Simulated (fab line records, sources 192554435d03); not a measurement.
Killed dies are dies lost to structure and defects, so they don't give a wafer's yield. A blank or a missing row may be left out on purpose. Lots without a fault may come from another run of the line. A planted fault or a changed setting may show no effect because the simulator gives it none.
Chamber matching | flow n5_finfet | N5_FIN_SAQP_HM_OPEN_33 on rie_diel-02: 4 sister chambers
The step chemistry CH3F/O2, target SiNx, target depth 49.4 nm, time 70.6 s. 4 wafers are shown with their chamber, then 10 later ones without.

WAFERS WITH THEIR CHAMBER
wafer  | chamber | drypump_motor_current_A (A)
L082.2 | 3       | 5.7
L091.5 | 2       | 6.2
L091.6 | 0       | 5.8
L094.5 | 1       | 5.2

WAFERS WITHOUT THEIR CHAMBER
wafer  | drypump_motor_current_A (A)
L094.6 | 6.2
L095.1 | 5.2
L095.3 | 5.7
L095.6 | 5.8
L096.1 | 5.8
L096.4 | 5.2
L096.5 | 5.2
L097.1 | 5.8
L097.3 | 5.2
L097.6 | 5.3

WHICH CHAMBER EACH WENT THROUGH
wafer  | from the rows above | in truth
L094.6 | 2                   | 2
L095.1 | 1                   | 1
L095.3 | 3                   | 3
L095.6 | 0                   | 0
L096.1 | 0                   | 0
L096.4 | 1                   | 1
L096.5 | 1                   | 1
L097.1 | 0                   | 0
L097.3 | 1                   | 1
L097.6 | 1                   | 1
Placed correctly: 10 of 10. Can't be placed from these rows: 0. Placed wrongly: 0.
How it was worked out, from the rows above alone: a wafer's distance from a chamber is the root of the sum, over the readings, of the square of ((its reading less the chamber's mean) divided by the reading's scatter). The wafer belongs to the nearest chamber; if the next one is less than 2 further off, it can't be placed. A chamber's mean is the mean of its shown wafers. The scatter: with one shown wafer a chamber, the root of the mean of the squares of how far each hidden wafer lies from its nearest shown one.
